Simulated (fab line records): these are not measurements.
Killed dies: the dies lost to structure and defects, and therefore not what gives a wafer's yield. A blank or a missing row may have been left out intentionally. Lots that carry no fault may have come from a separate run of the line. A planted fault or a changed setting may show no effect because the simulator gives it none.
Matching of chambers	flow n5Finfet	pecvd-01 running N5_BEOL_M9_DEP_56: 3 sister chambers
The step deposits SiCN from 3MS/NH3, target thk 15 nm, time 26.5 s. 3 wafers are shown with their chamber, then 11 later ones without.

== EACH WAFER AND ITS CHAMBER ==
wafer	chamber	showerheadPlenumPTorr (Torr)
L087.5	2	3.657
L089.4	0	3.668
L091.2	1	3.669

== WAFERS MISSING THEIR CHAMBER ==
wafer	showerheadPlenumPTorr (Torr)
L091.3	3.667
L091.5	3.668
L093.1	3.665
L093.2	3.663
L093.3	3.668
L092.2	3.653
L092.4	3.660
L092.6	3.652
L097.2	3.669
L097.4	3.663
L097.6	3.676

== WHICH CHAMBER EACH ONE RAN IN ==
wafer	from the rows above	in truth
L091.3	can't be placed: 0 or 1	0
L091.5	can't be placed: 0 or 1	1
L093.1	can't be placed: 0 or 1 or 2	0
L093.2	can't be placed: 0 or 2 or 1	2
L093.3	can't be placed: 0 or 1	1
L092.2	2	2
L092.4	can't be placed: 2 or 0 or 1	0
L092.6	2	2
L097.2	can't be placed: 1 or 0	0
L097.4	can't be placed: 0 or 2 or 1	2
L097.6	can't be placed: 1 or 0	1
Placed correctly: 2 of 11. Cannot be placed on the basis of these rows: 9; the candidates contain the true chamber in 9. Wrongly placed: 0.
How it was worked out, from the rows above alone: a wafer's distance from a chamber is the root of the sum, over the readings, of the square of ((its reading less the chamber's mean) divided by the reading's scatter). The wafer belongs to the nearest chamber; if the next one is less than 2 further off, it can't be placed. For every chamber, the mean is computed from those of its wafers that are shown. The scatter: with one shown wafer a chamber, the root of the mean of the squares of how far each hidden wafer lies from its nearest shown one.
